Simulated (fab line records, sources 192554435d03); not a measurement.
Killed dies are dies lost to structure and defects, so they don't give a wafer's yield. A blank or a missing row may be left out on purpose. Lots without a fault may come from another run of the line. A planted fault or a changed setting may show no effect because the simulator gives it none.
Which tool did it? | flow n5_finfet | 12 lots, 33 wafers sampled, at 2 steps of a route of 1938

WHAT THE GAUGES READ, wafer by wafer
N5_BEOL_M14_OVL_MEAS_29. Usual: M14_OVL -3 nm, standard deviation 4.5.
lot  | measured     | on         | M14_OVL (nm) | flag
L458 | day 12 15:32 | overlay-01 | -8 -9 -4     |
L457 | day 12 18:05 | overlay-02 | -3 0 -5      |
L461 | day 13 00:48 | overlay-02 | -3 -2 -5     |
L462 | day 13 02:15 | overlay-01 | -1 -5 -5     |
L463 | day 13 04:36 | overlay-02 | 7 9 -4       |
L464 | day 13 19:41 | overlay-02 | -10 -5 -7    |
L469 | day 15 03:07 | overlay-02 | -5 1         |
L470 | day 15 14:58 | overlay-01 | 4 -4         |
L472 | day 15 17:37 | overlay-02 | -4 4         |
L474 | day 16 02:14 | overlay-02 | -8 -7 -7     |
L475 | day 16 09:47 | overlay-01 | 2 -5 2       |
L478 | day 17 16:43 | overlay-02 | -10 -10 -4   |

N5_BEOL_M14_OCD_MEAS_35. Usual: trench_depth_nm 555 nm, standard deviation 7.7.
lot  | measured     | on     | trench_depth_nm (nm) | flag
L458 | day 12 16:12 | ocd-02 | 560 566 578          |
L457 | day 12 18:47 | ocd-01 | 550 567 553          |
L461 | day 13 01:28 | ocd-01 | 560 576 563          |
L462 | day 13 02:57 | ocd-01 | 553 579 555          |
L463 | day 13 05:16 | ocd-02 | 556 555 550          |
L464 | day 13 20:24 | ocd-01 | 554 543 548          |
L469 | day 15 04:03 | ocd-02 | 570 560              |
L470 | day 15 15:38 | ocd-02 | 554 569              |
L472 | day 15 18:25 | ocd-02 | 565 554              |
L474 | day 16 03:23 | ocd-01 | 547 555 551          |
L475 | day 16 10:34 | ocd-02 | 558 554 546          |
L478 | day 17 17:25 | ocd-01 | 557 565 549          |

WHICH TOOL RAN EACH LOT (tool, then ch and the chambers of the sampled wafers, then the start)
The record holds no process step before these readings.

WHAT THE TOOLS THEMSELVES READ (means of the sampled wafers that have a number; where no wafer has one, the mark that the record gives instead)
The record holds no such reading with a usual standard deviation.

THE ANSWER, worked out from the rows above alone
Rule: a lot is off if the mean of its wafers that have a number lies more than 3 standard deviations from the usual mean. A lot without any number at a reading at which 4 lots or more have one is off too. The other lots that the step has rows for count as sound. The gauges are gone through in route order, then the tools' own readings, and for those a lot's mean is taken as printed above. The first step at which some lot is off is used, and at that step the reading that is off furthest; a lot without a number counts as furthest.
No lot is off at any reading shown: from this, nothing can be told.

WHAT THE SIMULATOR HAD PUT IN
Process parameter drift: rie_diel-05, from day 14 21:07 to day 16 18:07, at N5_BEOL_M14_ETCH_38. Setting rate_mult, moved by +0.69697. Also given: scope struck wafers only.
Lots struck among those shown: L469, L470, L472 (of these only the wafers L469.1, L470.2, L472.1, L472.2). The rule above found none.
